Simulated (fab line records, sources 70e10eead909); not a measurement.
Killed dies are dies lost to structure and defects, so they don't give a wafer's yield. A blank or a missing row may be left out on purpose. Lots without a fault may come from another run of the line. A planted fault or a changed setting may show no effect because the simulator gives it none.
One fault seen from 3 desks | flow nand_harc | each desk has only its own numbers; what lay behind them comes last

THE DEFECT DESK
What the inspections along the route counted, lot by lot: means of the sampled wafers that have a number. A lot is out of limits, marked OUT, if its mean lies more than 4 standard deviations from the usual mean; the brackets give that distance.
Columns: A = raw_defect_count at NHARC_A_BLC_INSPECT_12, usual 31
lot  | first seen here | A
L377 | day 17 16:37    | 33
L378 | day 18 09:32    | 10
L379 | day 18 17:23    | 35
L382 | day 19 05:16    | 36
L380 | day 19 09:51    | 13
L381 | day 19 11:06    | 27
L385 | day 20 06:11    | 25
L387 | day 20 21:35    | 31
L389 | day 20 22:19    | 30
L390 | day 21 01:35    | 54
L388 | day 21 12:44    | 38
This desk's finding: nothing out of limits on any of the 11 lots.

THE METROLOGY DESK
What the gauges read, lot by lot, whatever tool the lot ran on: means of the sampled wafers that have a number. A lot is out of limits, marked OUT, if its mean lies more than 4 standard deviations from the usual mean; the brackets give that distance.
Columns: A = cd_nm at NHARC_A_M0_CD_MEAS_09, usual 80.0 nm
lot  | first seen here | A
L377 | day 17 20:58    | 80.1
L378 | day 18 15:24    | 79.9
L379 | day 19 04:12    | 79.4
L382 | day 19 09:21    | 79.5
L380 | day 19 13:55    | 80.0
L381 | day 19 15:13    | 79.6
L385 | day 20 14:28    | 80.0
L387 | day 21 02:34    | 80.2
L389 | day 21 11:05    | 80.1
L390 | day 21 13:43    | 106.9 (+53) OUT
L388 | day 21 16:55    | 101.1 (+41) OUT
This desk's finding: out of limits on L388, L390; first on L390, day 21 13:43 (cd_nm at NHARC_A_M0_CD_MEAS_09). In limits: L377, L378, L379, L382, L380, L381, L385, L387, L389.

THE TOOL OWNER'S DESK: arfi_scanner-02
The tool's own readings at NHARC_A_M0_EXPOSE_06 (exposes mask A M0, target cd 80 nm): means of the sampled wafers that have a number, for each lot that ran on this tool. A lot is out of limits, marked OUT, if its mean lies more than 4 standard deviations from the usual mean; the brackets give that distance.
Columns: A = exposure_dose_mJ_cm2 at NHARC_A_M0_EXPOSE_06, usual 83.24
lot  | first seen here | A
L377 | day 17 20:49    | 83.19
L379 | day 19 04:04    | 83.22
L387 | day 21 02:25    | 83.33
L389 | day 21 10:57    | 83.27
L390 | day 21 13:34    | 124.26 (+99 or more) OUT
L388 | day 21 16:47    | 116.15 (+99 or more) OUT
This desk's finding: out of limits on L388, L390; first on L390, day 21 13:34 (exposure_dose_mJ_cm2 at NHARC_A_M0_EXPOSE_06). In limits: L377, L379, L387, L389.

PUT TOGETHER
The tool owner's desk could have raised an alarm at day 21 13:34, on L388, L390.
The metrology desk could have raised an alarm at day 21 13:43, on L388, L390.
The defect desk saw nothing out of limits.
The defect desk has L388, L390 on record, within its limits.
Of the lots named, all ran NHARC_A_M0_EXPOSE_06 on arfi_scanner-02.

WHAT THE SIMULATOR HAD PUT IN
Process parameter drift: arfi_scanner-02, from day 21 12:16 on, at NHARC_A_M0_EXPOSE_06. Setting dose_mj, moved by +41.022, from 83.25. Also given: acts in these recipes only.
Lots struck among those shown: L388, L390.
Hours from the fault's start to each desk's first reading out of limits: the tool owner's desk, 1; the metrology desk, 1.
